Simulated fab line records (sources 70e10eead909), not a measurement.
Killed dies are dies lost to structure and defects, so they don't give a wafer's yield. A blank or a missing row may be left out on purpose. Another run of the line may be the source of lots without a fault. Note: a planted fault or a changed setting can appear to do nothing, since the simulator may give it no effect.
A struck lot beside a sound one + flow nandHarc + 15 out of 1302 route steps
Sound: wafers L997.1, L997.4, L997.5. Wafers L999.1, L999.3, L999.4 were the ones struck. Last of all comes the cause.
At each step with rows: each side's tool, then ch and its chambers, then its first start. Under that, the readings that differ: sound wafers + struck wafers + difference of the means + sigmas: that difference in standard deviations of wafers without a fault.
alike: readings whose means differ by less than 2 such deviations, and words and numbers that are the same on both sides. not compared: withheld readings, readings that some wafer has no value for, bounds like >300 that may hide the same value, and numbers for which the record gives no deviation and whose values overlap.
A row with sigmas, a row that says differs or no value, or rows on one side alone: a step with any of these is where the two part. Non-overlapping numbers with no deviation appear without sigmas and do not part them. Lack of a reading on every wafer of one side parts them only where that side has two or more wafers.

first, 9 steps without rows for these wafers: NHARC_P_ZERO_WELL_DEHYDRATE_03 (time 120 s); NHARC_P_ZERO_WELL_HMDS_04 (time 30 s); NHARC_P_ZERO_WELL_COAT_64 (time 65 s); NHARC_P_ZERO_WELL_COAT_05 (resist thk 600 nm); NHARC_P_ZERO_WELL_SOFTBAKE_06 (time 70 s); NHARC_P_ZERO_WELL_EBR_07; NHARC_P_ZERO_WELL_EXPOSE_08 (exposes mask P ZERO, target cd 500 nm); NHARC_P_ZERO_WELL_PEB_09 (peb time 80 s); NHARC_P_ZERO_WELL_DEVELOP_10 (time 50 s).
NHARC_P_ZERO_WELL_CD_MEAS_11: the cd target is 500 nm.
  sound on cdSem-03 ch 0, day 8 13:15; struck on cdSem-03 ch 0, day 9 09:08
  alike: cdNm
then, 1 step without rows for these wafers: NHARC_P_ZERO_WELL_HARDBAKE_12 (time 65 s).
NHARC_P_ZERO_WELL_DESCUM_13: chemistry O2, time 3 s.
  sound on rieDiel-06 ch 0,1,3, day 8 13:34; struck on rieDiel-01 ch 0,1,3, day 9 09:19
  alike: drypumpMotorCurrentA, oesProductAu, rfVppV, showerheadPlenumPTorr, throttleValvePct
  not compared: rfHoursCounterH
NHARC_P_ZERO_WELL_ETCH_65: etches the open film in N2/H2, target depth 80 nm, overetch 24 nm, time 87.88 s.
  sound on rieDiel-06 ch 0,2, day 8 13:39; struck on rieDiel-01 ch 0,1,3, day 9 09:34
  no value came back on the struck wafers for any of 9 readings (biasW (W), chamberPressureMTorr (mTorr) and others); on the sound wafers biasW (W) reads 150.1 149.4 149.3
  not compared: rfHoursCounterH
NHARC_P_ZERO_WELL_ETCH_62: etches the open film in CHF3/Ar, target depth 13 nm, time 6.5 s.
  sound on rieDiel-06 ch 1,2; struck on rieDiel-01 ch 0,1,2, day 9 09:47
  alike: biasW, chamberPressureMTorr, drypumpMotorCurrentA, oesProductAu, rfFwdPowerW, rfVppV, showerheadPlenumPTorr, throttleValvePct
  not compared: rfHoursCounterH
-- the record jumps here: 23 days lie between the struck wafers' starts before and after (it left off in module P_ZERO_WELL and takes up again in module END, whose first step shown is number 1302 of the route) --
NHARC_END_SORT_01:
  sound on prober-01 ch 0, day 30 12:16; struck on prober-01 ch 0, day 32 08:05
| reading           | sound    | struck                                                            | difference                   | sigmas      |
|-------------------|----------|-------------------------------------------------------------------|------------------------------|-------------|
| hold              | - - -    | awaitDispo/1.4h/scrap awaitDispo/1.4h/scrap awaitDispo/1.4h/scrap | no value on the sound wafers |             |
| killedAtPeriphery | 7 3 3    | 616 579 616                                                       | +599                         | +99 or more |
| killedDies        | 53 62 54 | 677 677 677                                                       | +621                         | +34         |
  alike: killedAtArray, killedAtOther, killedOpen, killedShort

WHERE THEY PART
Earliest at NHARC_P_ZERO_WELL_ETCH_65; latest, in this record, at NHARC_END_SORT_01.

WHY: whatever the simulator had introduced
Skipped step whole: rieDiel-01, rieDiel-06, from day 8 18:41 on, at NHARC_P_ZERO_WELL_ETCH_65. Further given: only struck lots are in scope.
